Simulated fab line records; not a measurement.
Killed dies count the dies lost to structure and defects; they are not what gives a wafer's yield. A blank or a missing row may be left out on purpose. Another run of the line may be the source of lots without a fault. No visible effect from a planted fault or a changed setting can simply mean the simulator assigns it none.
Struck lot and sound lot, side by side :: flow n5_finfet :: 15 steps out of a route of 1938
Sound: these wafers, L233.1, L233.2, L233.3. Struck: wafer L245.2 (L245.1, L245.3, from the same lot, were not struck and are left out); the cause is given at the end.
Each step with rows lists, per side, the tool, then ch with its chambers, then its first start. Under that, the readings that differ: sound wafers :: struck wafers :: difference of the means :: sigmas: that difference in standard deviations of wafers without a fault.
alike: a reading whose means differ by less than 2 such deviations, as well as words and numbers matching on both sides. not compared: withheld readings; readings where some wafer has no value; bounds like >300 that might hide an equal value; numbers whose values overlap and for which the record gives no deviation.
A row with sigmas, a row that says differs or no value, or rows on one side alone: a step with any of these is where the two part. When numbers do not overlap yet have no deviation, they are printed without sigmas and do not part them. A reading missing from all wafers of one side parts the sides only when that side holds two or more wafers.

first, 7 steps without rows for these wafers: N5_BEOL_M8_COAT_71 (time 60 s, resist thk 5 nm); N5_BEOL_M8_COAT_22 (resist thk 30 nm); N5_BEOL_M8_EBR_24; N5_BEOL_M8_SOFTBAKE_23 (time 60 s); N5_BEOL_M8_EXPOSE_25 (exposes mask V7, target cd 40 nm); N5_BEOL_M8_PEB_26 (peb time 60 s); N5_BEOL_M8_DEVELOP_27 (develop time 30 s).
N5_BEOL_M8_CD_MEAS_28: the cd target is 40 nm.
  sound on cd_sem-02 ch 0, day 9 03:58; struck on cd_sem-03 ch 0, day 13 08:08
reading: cd_nm (nm)
sound: 40.25 40.73 40.41
struck: 39.88
difference: -0.58
sigmas: -3
N5_BEOL_M8_OVL_MEAS_29:
  sound on overlay-02 ch 0, day 9 04:00; struck on overlay-02 ch 0, day 13 08:10
  alike: V7_OVL
N5_BEOL_M8_INSPECT_30: inspects for defects (brightfield).
  sound: defect_inspect-01 at day 9 04:04; struck: defect_inspect-01 at day 13 08:13
  alike: raw_defect_count
N5_BEOL_M8_DESCUM_33: chemistry O2, time 7 s.
  sound on rie_diel-02 ch 0,2,3, day 9 04:09; struck on rie_diel-01 ch 3, day 13 08:16
reading: rf_hours_counter_h (h)
sound: 142 36 224
struck: 4
difference: -130
sigmas: 

reading: throttle_valve_pct (%)
sound: 20.56 20.41 20.69
struck: 19.98
difference: -0.57
sigmas: -2
  alike: drypump_motor_current_A, oes_product_au, rf_vpp_V, showerhead_plenum_p_Torr
N5_BEOL_M8_ETCH_72: etches underlayer in N2/H2, target depth 6.5 nm, time 5.2 s.
  sound on rie_diel-02 ch 0,2,3, day 9 04:11; struck on rie_diel-01 ch 3, day 13 08:17
reading: rf_hours_counter_h (h)
sound: 142 36 224
struck: 4
difference: -130
sigmas: 
  alike: drypump_motor_current_A, etch_rf_on_time_s, oes_product_au, rf_fwd_power_W, rf_vpp_V, showerhead_plenum_p_Torr, throttle_valve_pct
N5_BEOL_M8_ETCH_65: etches SiARC in CF4, target depth 15.6 nm, time 26 s.
  sound on rie_diel-02 ch 0,2,3, day 9 04:12; struck on rie_diel-01 ch 3, day 13 08:19
reading: etch_rf_on_time_s (s)
sound: 25.5 26.0 25.6
struck: 34.2
difference: +8.5
sigmas: +15

reading: rf_fwd_power_W (W)
sound: 531.4 529.6 532.9
struck: 405.5
difference: -125.8
sigmas: -63

reading: rf_hours_counter_h (h)
sound: 142 36 224
struck: 4
difference: -130
sigmas: 

reading: rf_vpp_V (V)
sound: 185.0 184.4 183.6
struck: 201.0
difference: +16.7
sigmas: +18

reading: throttle_valve_pct (%)
sound: 15.75 15.57 15.80
struck: 15.14
difference: -0.57
sigmas: -2
  alike: drypump_motor_current_A, oes_product_au, showerhead_plenum_p_Torr
N5_BEOL_M8_ETCH_66: etches SOC in N2/H2, target depth 80 nm, overetch 16 nm, time 120 s.
  sound on rie_diel-02 ch 0,2,3, day 9 04:14; struck on rie_diel-01 ch 3, day 13 08:20
reading: oes_product_au (a.u.)
sound: 0.56 0.68 0.53
struck: 0.73
difference: +0.14
sigmas: +2

reading: rf_hours_counter_h (h)
sound: 142 36 224
struck: 4
difference: -130
sigmas: 

reading: rf_vpp_V (V)
sound: 525.5 529.4 527.0
struck: 523.1
difference: -4.2
sigmas: -2
  alike: drypump_motor_current_A, rf_fwd_power_W, showerhead_plenum_p_Torr, throttle_valve_pct
-- record jumps: 3 days separate the struck wafers' starts on either side; left off in module BEOL_M8, taken up again in module PASSIVATION, whose first shown step is the route's number 1936 --
N5_PASSIVATION_PROBE_49:
  only the struck wafers here have rows in the record (prober-01, day 16 00:38); the sound ones have none

WHERE THEY PART
First at N5_BEOL_M8_CD_MEAS_28; last, within this record, at N5_PASSIVATION_PROBE_49.

WHY: whatever the simulator had introduced
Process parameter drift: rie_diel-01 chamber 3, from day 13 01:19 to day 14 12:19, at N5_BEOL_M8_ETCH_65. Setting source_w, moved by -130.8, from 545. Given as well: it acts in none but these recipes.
